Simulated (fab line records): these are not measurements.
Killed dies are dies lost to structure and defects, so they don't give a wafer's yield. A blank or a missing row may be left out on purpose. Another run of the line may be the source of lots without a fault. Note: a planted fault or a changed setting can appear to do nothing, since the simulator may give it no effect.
Which tool was responsible? | flow n5-finfet | 9 lots with 26 wafers sampled at 7 steps, on a route of 1938 steps

WHAT THE GAUGES READ, wafer by wafer
N5_DUMMY_GATE_CD_MEAS_50: target cd 14 nm. Usual: cd-nm reads 13.96 nm (standard deviation 0.29).
lot  | measured    | on        | cd-nm (nm)        | flag
L121 | day 2 23:37 | cd-sem-03 | 13.60 14.11 13.98 |
L122 | day 3 04:53 | cd-sem-03 | 14.07 14.25       |
L128 | day 4 18:47 | cd-sem-01 | 13.66 13.69 13.65 |
L135 | day 6 12:20 | cd-sem-02 | 14.17 14.25 13.67 |
L136 | day 6 17:51 | cd-sem-03 | 14.34 13.66 13.78 |
L140 | day 7 19:09 | cd-sem-03 | 14.22 14.08 14.05 |
L141 | day 8 01:10 | cd-sem-01 | 13.94 13.85 13.80 |
L143 | day 8 12:38 | cd-sem-03 | 14.20 14.22 13.77 |
L144 | day 8 20:22 | cd-sem-03 | 14.32 13.64 13.95 |

N5_SD_EPI_N_EPI_MEAS_23. Usual: thk-nm reads 59.2 nm (standard deviation 1.2).
lot  | measured    | on            | thk-nm (nm)    | flag
L121 | day 3 04:46 | film-metro-01 | 57.8 57.2 59.2 |
L122 | day 3 11:23 | film-metro-02 | 58.4 60.0      |
L128 | day 5 02:11 | film-metro-02 | 59.3 59.5 57.3 |
L135 | day 6 17:38 | film-metro-01 | 66.6 65.8 66.8 | OFF
L136 | day 6 23:30 | film-metro-01 | 68.2 65.6 66.3 | OFF
L140 | day 8 01:41 | film-metro-02 | 59.2 58.0 58.3 |
L141 | day 8 07:02 | film-metro-01 | 62.1 60.1 60.4 |
L143 | day 8 18:23 | film-metro-02 | 58.2 59.7 58.3 |
L144 | day 9 02:56 | film-metro-01 | 61.6 60.2 61.2 |

N5_SD_ACTIVATION_RS_MEAS_03: a four-point-probe measurement. Usual: RS_SD_N 21.82 ohm/sq, standard deviation 0.29; RS_SD_P 56.1 ohm/sq, standard deviation 0.88.
lot  | measured    | on            | RS_SD_N (ohm/sq)  | RS_SD_P (ohm/sq) | flag
L121 | day 3 09:54 | film-metro-01 | 22.02 22.37 21.85 | 56.1 57.2 57.0   |
L122 | day 3 17:04 | film-metro-02 | 21.64 21.80       | 56.5 55.9        |
L128 | day 5 09:34 | film-metro-01 | 21.96 21.97 22.06 | 56.1 55.9 55.7   |
L135 | day 6 23:14 | film-metro-02 | 19.48 19.42 19.21 | 57.0 56.7 57.3   | OFF
L136 | day 7 04:54 | film-metro-02 | 19.37 19.61 19.82 | 57.7 56.0 56.1   | OFF
L140 | day 8 07:31 | film-metro-01 | 21.75 21.45 21.66 | 56.6 56.8 56.8   |
L141 | day 8 12:07 | film-metro-01 | 21.77 21.83 21.82 | 55.5 55.0 55.3   |
L143 | day 9 00:03 | film-metro-02 | 21.83 21.79 21.75 | 58.0 57.2 57.9   |
L144 | day 9 08:09 | film-metro-02 | 21.22 21.49 21.30 | 56.0 56.1 56.6   |

N5_BEOL_M4_RC_MEAS_101. Usual: DIBL_N 36.0 mV/V, standard deviation 1.6; DIBL_P 36.1 mV/V, standard deviation 2; IOFF_N 0.160 nA/um, standard deviation 0.029; IOFF_P 0.21 nA/um, standard deviation 0.039; ION_N 675 uA/um, standard deviation 13; ION_P 464 uA/um, standard deviation 8.8; RS_SD_N 28.3 ohm/sq, standard deviation 0.42; SS_N 71.5 mV/dec, standard deviation 0.58; SS_P 73.3 mV/dec, standard deviation 0.65; VT_N 250 mV, standard deviation 3.3; VT_P -249 mV, standard deviation 3.6.
lot  | measured     | on        | DIBL_N (mV/V)  | DIBL_P (mV/V)  | IOFF_N (nA/um)    | IOFF_P (nA/um) | ION_N (uA/um) | ION_P (uA/um) | RS_SD_N (ohm/sq) | SS_N (mV/dec)  | SS_P (mV/dec)  | VT_N (mV)   | VT_P (mV)      | flag
L121 | day 7 20:04  | prober-02 | 37.4 35.6 36.4 | 36.9 34.9 33.6 | 0.164 0.128 0.141 | 0.21 0.19 0.17 | 676 659 662   | 456 454 449   | 28.5 28.8 28.3   | 72.0 71.5 71.6 | 73.4 73.0 72.7 | 247 251 254 | -252 -253 -255 |
L122 | day 8 01:37  | prober-01 | 37.5 36.0      | 36.4 34.5      | 0.174 0.149       | 0.24 0.21      | 666 667       | 460 460       | 28.5 28.7        | 71.8 71.1      | 74.0 72.7      | 251 251     | -248 -250      |
L128 | day 9 17:04  | prober-02 | 38.5 37.1 36.1 | 37.3 36.6 35.6 | 0.190 0.154 0.140 | 0.25 0.24 0.23 | 671 660 665   | 466 461 467   | 28.5 28.3 29.0   | 72.3 72.0 71.3 | 74.0 73.3 73.6 | 248 250 250 | -244 -245 -242 |
L135 | day 11 04:11 | prober-02 | 34.7 35.0 34.6 | 34.2 33.5 34.1 | 0.136 0.136 0.136 | 0.21 0.19 0.20 | 670 668 667   | 469 457 463   | 25.1 25.4 25.1   | 71.9 71.2 70.7 | 72.6 72.5 72.9 | 250 251 251 | -248 -252 -251 | OFF
L136 | day 12 01:01 | prober-01 | 37.8 36.3 35.9 | 37.4 35.7 34.8 | 0.195 0.154 0.138 | 0.20 0.18 0.16 | 697 684 660   | 463 461 444   | 25.0 25.1 25.5   | 71.6 71.6 71.0 | 74.1 74.1 72.7 | 245 250 253 | -251 -252 -254 | OFF
L140 | day 13 09:56 | prober-01 | 34.8 36.2 36.8 | 34.0 35.5 35.9 | 0.146 0.154 0.174 | 0.17 0.20 0.21 | 687 681 699   | 463 469 468   | 28.2 28.3 28.3   | 70.9 71.5 71.2 | 72.3 73.7 73.0 | 247 248 247 | -252 -250 -250 |
L141 | day 13 13:07 | prober-02 | 35.4 36.8 38.6 | 35.1 36.5 39.2 | 0.146 0.159 0.210 | 0.20 0.22 0.27 | 695 675 706   | 478 466 479   | 28.2 28.5 28.1   | 71.2 71.7 72.0 | 72.2 73.2 74.0 | 249 251 247 | -251 -248 -247 |
L143 | day 13 15:26 | prober-02 | 34.6 35.0 37.1 | 33.6 35.3 37.7 | 0.128 0.139 0.180 | 0.19 0.21 0.25 | 664 657 682   | 462 458 465   | 28.5 28.2 28.5   | 70.7 71.5 71.9 | 72.0 72.9 74.1 | 253 253 247 | -247 -251 -247 |
L144 | day 13 14:01 | prober-01 | 37.1 37.2 38.8 | 39.3 38.6 40.2 | 0.192 0.181 0.234 | 0.30 0.27 0.31 | 682 677 687   | 472 469 468   | 27.3 27.6 27.5   | 70.9 72.6 72.1 | 74.7 73.8 74.1 | 245 247 244 | -242 -246 -242 |

WHAT TOOL EACH LOT RAN ON (gives the tool, then ch and the chambers of the sampled wafers, and finally the start)
lot  | N5_DUMMY_GATE_ETCH_31             | N5_SD_EPI_N_STRIP_38                | N5_SD_EPI_N_EPI_21
L121 | rie-diel-01 ch 0,1,2, day 2 23:40 | plasma-asher-01 ch 0,1, day 3 02:10 | epi-rpcvd-03 ch 0, day 3 03:20
L122 | rie-diel-01 ch 0,3, day 3 04:56   | plasma-asher-01 ch 0, day 3 08:46   | epi-rpcvd-01 ch 0, day 3 10:12
L128 | rie-diel-02 ch 0,1,3, day 4 18:50 | plasma-asher-02 ch 0,1, day 4 21:52 | epi-rpcvd-02 ch 0, day 4 23:10
L135 | rie-diel-05 ch 1,2,3, day 6 12:23 | plasma-asher-02 ch 0,1, day 6 14:59 | epi-rpcvd-01 ch 0, day 6 16:10
L136 | rie-diel-02 ch 0,2, day 6 17:56   | plasma-asher-02 ch 0,1, day 6 20:53 | epi-rpcvd-01 ch 0, day 6 22:04
L140 | rie-diel-02 ch 2,3, day 7 19:19   | plasma-asher-02 ch 0,1, day 7 22:19 | epi-rpcvd-03 ch 0, day 7 23:25
L141 | rie-diel-02 ch 0,2,3, day 8 01:13 | plasma-asher-02 ch 0,1, day 8 03:41 | epi-rpcvd-03 ch 0, day 8 04:46
L143 | rie-diel-05 ch 0,1, day 8 12:41   | plasma-asher-02 ch 0,1, day 8 15:44 | epi-rpcvd-02 ch 0, day 8 16:57
L144 | rie-diel-01 ch 0,2,3, day 8 20:25 | plasma-asher-02 ch 0,1, day 8 23:34 | epi-rpcvd-03 ch 0, day 9 01:01
- N5_DUMMY_GATE_ETCH_31: etches SiO2 in C4F6/O2, target depth 82.5 nm, time 27.5 s.
- N5_SD_EPI_N_STRIP_38: strips in N2/H2.
- N5_SD_EPI_N_EPI_21: deposits Si:P, time 690 s.

AS READ BY THE TOOLS THEMSELVES (means over the sampled wafers that have a number; for cases with no such wafer, the mark the record gives instead)
N5_DUMMY_GATE_ETCH_31. Usual: drypump-motor-current-A 5.7 A, standard deviation 0.43; oes_ar_750_au 0.76 a.u., standard deviation 0.057; oes-product-au 0.76 a.u., standard deviation 0.064; rf-vpp-V 669 V, standard deviation 13; showerhead-plenum-p-Torr 2.86 Torr, standard deviation 0.1; throttle-valve-pct 21.19 %, standard deviation 0.18.
lot  | tool        | drypump-motor-current-A (A) | oes_ar_750_au (a.u.) | oes-product-au (a.u.) | rf-vpp-V (V) | showerhead-plenum-p-Torr (Torr) | throttle-valve-pct (%) | flag
L121 | rie-diel-01 | 6.2                         | 0.86                 | 0.86                  | 673          | 2.87                            | 21.16                  |
L122 | rie-diel-01 | 5.5                         | 0.78                 | 0.77                  | 664          | 2.75                            | 21.20                  |
L128 | rie-diel-02 | 5.9                         | 0.74                 | 0.74                  | 664          | 2.84                            | 21.11                  |
L135 | rie-diel-05 | 5.6                         | 0.72                 | 0.73                  | 665          | 2.89                            | 21.37                  |
L136 | rie-diel-02 | 5.2                         | 0.75                 | 0.75                  | 667          | 2.84                            | 20.99                  |
L140 | rie-diel-02 | 5.6                         | 0.72                 | 0.71                  | 666          | 2.75                            | 21.11                  |
L141 | rie-diel-02 | 5.5                         | 0.73                 | 0.73                  | 665          | 2.79                            | 21.07                  |
L143 | rie-diel-05 | 5.7                         | 0.76                 | 0.76                  | 682          | 2.83                            | 21.52                  |
L144 | rie-diel-01 | 5.7                         | 0.74                 | 0.73                  | 674          | 2.80                            | 21.32                  |

N5_SD_EPI_N_STRIP_38. Usual: drypump-motor-current-A 5.78 A, standard deviation 0.12; heater-power-w 295 W, standard deviation 14; oes-product-au 0.759 a.u., standard deviation 0.011.
lot  | tool            | drypump-motor-current-A (A) | heater-power-w (W) | oes-product-au (a.u.) | flag
L121 | plasma-asher-01 | 5.74                        | 301                | 0.762                 |
L122 | plasma-asher-01 | 5.82                        | 304                | 0.780                 |
L128 | plasma-asher-02 | 5.84                        | 289                | 0.774                 |
L135 | plasma-asher-02 | 5.76                        | 285                | 0.756                 |
L136 | plasma-asher-02 | 5.79                        | 284                | 0.765                 |
L140 | plasma-asher-02 | 5.85                        | 296                | 0.766                 |
L141 | plasma-asher-02 | 5.86                        | 296                | 0.760                 |
L143 | plasma-asher-02 | 5.76                        | 283                | 0.757                 |
L144 | plasma-asher-02 | 5.84                        | 295                | 0.756                 |

THE ANSWER, worked out from the rows above alone
Rule: lot off if the mean of its wafers having a number is beyond 3 standard deviations from the usual mean. Also off: a lot with no number at a reading for which 4 or more lots have one. Where the step has rows for the other lots, those lots are counted as sound. The gauges are gone through in route order, then the tools' own readings, and for those a lot's mean is taken as printed above. At the first step where some lot is off, the reading lying furthest off is the one used; lots without a number count as furthest.
Off, at N5_SD_EPI_N_EPI_MEAS_23 on thk-nm: L135, L136.
If a tool, at a process step before that reading, ran all the lots that are off and no sound lot after the first of them, it fits. Not tried: the gauges at N5_SD_EPI_N_EPI_MEAS_23; whatever is off there is also off at N5_SD_ACTIVATION_RS_MEAS_03, on other tools, and gauge error can't account for it. One fits: epi-rpcvd-01 at N5_SD_EPI_N_EPI_21. Its last sound lot is L122 (day 3 10:12), its first lot that is off L135 (day 6 16:10): a fault that began between those two fits.

WHAT HAD BEEN PUT IN BY THE SIMULATOR
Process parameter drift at N5_SD_EPI_N_EPI_21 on epi-rpcvd-01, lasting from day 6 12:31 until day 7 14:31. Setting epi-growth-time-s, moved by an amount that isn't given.
Shown lots that were struck: L135, L136. The rule given above showed the same thing.
